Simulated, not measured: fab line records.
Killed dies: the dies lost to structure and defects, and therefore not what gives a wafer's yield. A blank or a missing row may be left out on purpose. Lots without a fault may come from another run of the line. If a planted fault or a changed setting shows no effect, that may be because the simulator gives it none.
Problem report in the 8D (eight disciplines) form, filled by code ; flow nand-harc ; the parts of the form that need people (team, actions taken, sign-off) are left out

1. WHAT IS WRONG
time-to-endpoint-s at NHARC_P_M0_CMP_23 reads a mean of 8.9 s on 2 wafers of 2 lots; wafers without a fault read 28.9 s with a standard deviation of 1.8. Measured from the usual mean, that is -11 standard deviations.
The step: polishes, t overpolish 20 s, target thk 117.53 nm.
Earliest sighting: wafer L982.1 on cmp-01 at day 10 10:34. Wafers with a number at this step in the record: 42, from 14 lots. The rule behind "out" and "out of limits": a value lying over 4 standard deviations away from the usual mean. All remaining wafers that have a number are taken as sound.

2. WHAT IT IS, AND WHAT IT ISN'T
question;is;is not
which readings at this step;time-to-endpoint-s;motor-current-A, pad-life-wafers, slurry-filter-dp-kPa
which lots;L981, L982;L964, L965, L966, L967, L968, L969, L970, L971, L973, L978, L985, L987
which wafers of those lots;L981.1, L982.1;L981.2, L981.5, L982.3, L982.5
read on which tools;cmp-01, cmp-03;cmp-04
when;from day 10 10:34;"up to then (32 sound wafers); but 8 sound wafers of L981, L985, L987 came after"

3. WHAT RULES OUT EACH SUSPECT
Counting: any tool at a process step up to the reading remains a suspect provided it ran every lot that is out. Sound lots after the first of them don't rule it out here, since some wafers of a struck lot are sound.
- ecd-cu-02 at NHARC_P_M0_ECD_22 (material Cu, target thk 400 nm): kept. Ran every lot that is out, first one L982 (day 10 09:53); last sound lot up to then L971 (day 7 17:02).
Remaining after the count: ecd-cu-02 at NHARC_P_M0_ECD_22.

4. THE CAUSE (what the simulator had put in)
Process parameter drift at NHARC_P_M0_ECD_22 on ecd-cu-02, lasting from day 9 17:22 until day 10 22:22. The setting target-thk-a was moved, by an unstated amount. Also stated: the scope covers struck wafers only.
The count eliminated every tool but this one.

5. THE EFFECT CHAIN, in route order
Each row: a reading whose mean over the struck wafers that have a number lies more than 3 standard deviations from the usual. Only readings for which the record gives a usual standard deviation are gone through. hours: the time from each lot's start at the first step in this table that gives one to its start at this step, as a median over the lots. sigmas: the change in usual standard deviations.
hours;step;reading;usual;on struck wafers;change;sigmas
0;NHARC_P_M0_CMP_23;time-to-endpoint-s;28.9 s;8.9;-19.9;-11
Process steps it contains:
- NHARC_P_M0_CMP_23: polishes, t overpolish 20 s, target thk 117.53 nm.

6. WHAT WOULD HAVE CAUGHT IT SOONER
The fault began at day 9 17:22; the first out-of-limits reading in this record came at day 10 10:34, 17 hours later.
Among the 2 lots that are out, L981 began NHARC_P_M0_ECD_22 on ecd-cu-02 after day 10 10:34. It would have been spared by a hold on the tool at that moment.
